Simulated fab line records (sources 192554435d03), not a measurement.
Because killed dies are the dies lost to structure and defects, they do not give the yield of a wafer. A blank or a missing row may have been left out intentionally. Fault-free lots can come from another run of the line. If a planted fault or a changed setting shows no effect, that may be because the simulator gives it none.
A struck lot beside a sound one	flow n5Finfet	16 steps out of a route of 1938
Sound: the wafers L272.4, L272.5, L272.6. Wafers struck: L269.1, L269.3, L269.4. The cause comes at the end.
Each step with rows lists, per side, the tool, then ch with its chambers, then its first start. Under that, the readings that differ: sound wafers	struck wafers	difference of the means	sigmas: that difference in standard deviations of wafers without a fault.
alike: words and numbers the same on both sides, and readings whose means are apart by under 2 such deviations; not compared: readings that were withheld, readings missing a value for some wafer, numbers with overlapping values and no deviation given by the record, and bounds like >300 which may hide the same value.
The two part at a step that has a row with sigmas, a row that says differs or no value, or rows on one side only. Numbers that don't overlap but have no deviation are shown without sigmas and don't part them. Lack of a reading on every wafer of one side parts them only where that side has two or more wafers.

first, 1 step without rows for these wafers: N5_BEOL_M3_CVD_47 (deposits Co from CCTBA/H2, target thk 3 nm, time 223.8 s).
N5_BEOL_M3_SPUTTER_48: material Cu, target thk 4.5 nm, time 8.29 s.
  sound on pvdSputter-03, day 12 15:50; struck on pvdSputter-02, day 12 12:05
  alike: chuckSensorTempC, throttleValvePct
then, 1 step without rows for these wafers: N5_BEOL_M3_ANNEAL_49 (time 240 s).
N5_BEOL_M3_SPUTTER_79: material Cu, target thk 4.5 nm, time 8.29 s.
  sound on pvdSputter-03, day 12 16:04; struck on pvdSputter-02, day 12 12:18
  alike: chuckSensorTempC, throttleValvePct
then, 1 step without rows for these wafers: N5_BEOL_M3_ANNEAL_80 (time 240 s).
N5_BEOL_M3_SPUTTER_81: material Cu, target thk 4.5 nm, time 8.29 s.
  sound on pvdSputter-03, day 12 16:17; struck on pvdSputter-02, day 12 12:31
  alike: chuckSensorTempC, throttleValvePct
N5_BEOL_M3_ANNEAL_82: time 240 s.
  sound on pvdSputter-03, day 12 16:22; struck on pvdSputter-02, day 12 12:36
  alike: heaterPowerW, susceptorTempC
then, 1 step without rows for these wafers: N5_BEOL_M3_SPUTTER_86 (material Cu, target thk 4.5 nm, time 8.29 s).
N5_BEOL_M3_ANNEAL_87: time 240 s.
  sound on pvdSputter-03, day 12 16:35; struck on pvdSputter-02, day 12 12:49
reading	sound	struck	difference	sigmas
susceptorTempC (C)	400.41 400.06 400.16	399.70 399.89 399.47	-0.52	-2
  alike: heaterPowerW
then, 3 steps without rows for these wafers: N5_BEOL_M3_SPUTTER_88 (material Cu, target thk 4.5 nm, time 8.29 s); N5_BEOL_M3_ANNEAL_89 (time 240 s); N5_BEOL_M3_SPUTTER_90 (material Cu, target thk 4.5 nm, time 8.29 s).
N5_BEOL_M3_ANNEAL_91: time 240 s.
  sound on pvdSputter-03, day 12 17:01; struck on pvdSputter-02, day 12 13:16
  no value came back on the struck wafers for heaterPowerW (W), susceptorTempC (C); on the sound wafers heaterPowerW (W) reads 892 903 729
then, 1 step without rows for these wafers: N5_BEOL_M3_SPUTTER_92 (material Cu, target thk 4.5 nm, time 8.29 s).
N5_BEOL_M4_RC_MEAS_101:
  sound on prober-02 ch 0, day 13 05:45; struck on prober-01 ch 0, day 13 00:12
  alike: DIBL_N, DIBL_P, IOFF_N, IOFF_P, ION_N, ION_P, SS_N, SS_P, VT_N, VT_P
-- the record jumps here: 4 days lie between the struck wafers' starts before and after (it left off in module BEOL_M4 and takes up again in module PASSIVATION, whose first step shown is number 1936 of the route) --
N5_PASSIVATION_PROBE_49:
  record: rows for the struck wafers here (prober-02, day 17 09:07), none for the sound ones

== WHERE THEY PART ==
First at N5_BEOL_M3_ANNEAL_87; last, within this record, at N5_PASSIVATION_PROBE_49.

WHY: whatever the simulator had introduced
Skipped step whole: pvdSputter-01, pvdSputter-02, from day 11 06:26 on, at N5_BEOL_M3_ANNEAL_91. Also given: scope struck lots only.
